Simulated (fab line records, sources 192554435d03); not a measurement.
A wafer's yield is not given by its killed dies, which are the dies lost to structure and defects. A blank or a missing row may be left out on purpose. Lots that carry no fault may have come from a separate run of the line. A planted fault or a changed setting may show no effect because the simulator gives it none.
Chamber matching + flow n5 finfet + rie diel-03 running N5_MOL_CONTACT_COAG_ETCH_106: 4 sister chambers
The step etches SOC in N2/H2, target depth 80 nm, overetch 16 nm, time 120 s. 8 wafers are shown with their chamber, then 9 later ones without.

== WAFERS WITH THEIR CHAMBER ==
| wafer  | chamber | throttle valve pct (%) | showerhead plenum p Torr (Torr) |
|--------|---------|------------------------|---------------------------------|
| L078.6 | 2       | 17.80                  | 2.59                            |
| L080.4 | 0       | 17.96                  | 2.48                            |
| L081.1 | 3       | 18.38                  | 2.63                            |
| L081.2 | 2       | 17.82                  | 2.59                            |
| L081.6 | 1       | 17.56                  | 2.60                            |
| L082.1 | 1       | 17.57                  | 2.59                            |
| L082.3 | 3       | 18.37                  | 2.62                            |
| L082.4 | 0       | 17.97                  | 2.48                            |

== WAFERS MISSING THEIR CHAMBER ==
| wafer  | throttle valve pct (%) | showerhead plenum p Torr (Torr) |
|--------|------------------------|---------------------------------|
| L083.2 | 17.97                  | 2.48                            |
| L083.3 | 18.37                  | 2.62                            |
| L083.6 | 18.37                  | 2.62                            |
| L086.2 | 18.37                  | 2.62                            |
| L086.4 | 17.57                  | 2.59                            |
| L086.5 | 17.58                  | 2.59                            |
| L096.2 | 17.61                  | 2.58                            |
| L096.5 | 18.41                  | 2.61                            |
| L096.6 | 18.02                  | 2.47                            |

== CHAMBER TAKEN BY EACH ==
| wafer  | from the rows above | in truth |
|--------|---------------------|----------|
| L083.2 | 0                   | 0        |
| L083.3 | 3                   | 3        |
| L083.6 | 3                   | 3        |
| L086.2 | 3                   | 3        |
| L086.4 | 1                   | 1        |
| L086.5 | 1                   | 1        |
| L096.2 | 1                   | 1        |
| L096.5 | 3                   | 3        |
| L096.6 | 0                   | 0        |
9 of 9 placed correctly. Left unplaced by these rows: 0. Placed wrongly: 0.
How it was worked out, from the rows above alone: a wafer's distance from a chamber is the root of the sum, over the readings, of the square of ((its reading less the chamber's mean) divided by the reading's scatter). If the next closest chamber is less than 2 further off than the closest, the wafer can't be placed; otherwise it belongs to the closest. Each chamber's mean is taken over the wafers shown for it. The scatter is the square root of a quotient: the sum, over the shown wafers, of each reading's squared deviation from its chamber's mean, divided by wafers minus chambers.
